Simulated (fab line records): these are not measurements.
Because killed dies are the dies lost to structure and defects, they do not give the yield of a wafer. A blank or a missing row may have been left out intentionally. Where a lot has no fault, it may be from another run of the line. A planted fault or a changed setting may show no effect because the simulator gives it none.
Matching of chambers	flow nand harc	rie diel-11 running NHARC_A_STAIRCASE_STRIP_476: 4 sister chambers
The step strips in O2, time 20 s. 22 wafers are shown with their chamber, then 11 later ones without.

== WAFERS WITH THEIR CHAMBER ==
wafer	chamber	showerhead plenum p Torr (Torr)	drypump motor current A (A)	oes product au (a.u.)
L075.1	2	3.76	6.2	0.978
L075.2	3	3.52	6.1	1.021
L075.5	2	3.76	6.1	0.972
L076.1	3	3.52	6.1	1.008
L076.3	2	3.75	6.1	0.979
L076.5	0	3.68	5.6	0.980
L079.3	3	3.52	6.1	1.008
L079.5	1	3.78	5.5	0.975
L079.6	2	3.75	6.2	0.973
L081.1	2	3.74	6.1	0.979
L081.2	0	3.67	5.6	0.977
L081.5	0	3.67	5.7	0.981
L083.1	3	3.51	6.1	1.026
L083.2	1	3.77	5.5	0.961
L083.4	2	3.74	6.2	0.969
L084.2	3	3.51	6.0	1.024
L084.5	2	3.74	6.1	0.982
L084.6	3	3.51	6.0	1.030
L085.3	1	3.77	5.5	0.970
L085.4	3	3.51	6.0	1.013
L085.5	1	3.77	5.4	0.979
L090.3	0	3.65	5.6	0.975

SIGNATURES (averages over the wafers above)
reading	chamber 0	chamber 1	chamber 2	chamber 3	scatter within a chamber
showerhead plenum p Torr	3.6675	3.7725	3.7486	3.5143	0.00819
drypump motor current A	5.625	5.475	6.143	6.057	0.0523
oes product au	0.97825	0.97125	0.97600	1.01857	0.00671
Rule: a wafer's distance from a chamber is the root of the sum, over the readings, of the square of ((its reading less the chamber's mean) divided by the reading's scatter). If the next closest chamber is less than 2 further off than the closest, the wafer can't be placed; otherwise it belongs to the closest. How the scatter is found: for the shown wafers, subtract from each reading the mean of its chamber, square and add these, divide the total by (wafers less chambers), then take the root.

== WAFERS MISSING THEIR CHAMBER ==
wafer	showerhead plenum p Torr (Torr)	drypump motor current A (A)	oes product au (a.u.)
L090.5	3.50	6.1	1.027
L090.6	3.73	6.1	0.968
L088.4	3.76	5.5	0.973
L088.5	3.76	5.5	0.988
L088.6	3.73	6.1	0.987
L089.2	3.50	6.0	1.025
L089.4	3.76	5.5	0.975
L089.5	3.65	5.6	0.990
L093.1	3.75	5.5	0.984
L093.2	3.65	5.6	0.994
L093.6	3.72	6.1	0.984

== WHICH CHAMBER EACH WENT THROUGH ==
wafer	from the rows above	in truth
L090.5	3	3
L090.6	2	2
L088.4	1	1
L088.5	1	1
L088.6	2	2
L089.2	3	3
L089.4	1	1
L089.5	0	0
L093.1	1	1
L093.2	0	0
L093.6	2	2
11 of 11 placed correctly. Number that these rows cannot place: 0. Wrongly placed: 0.
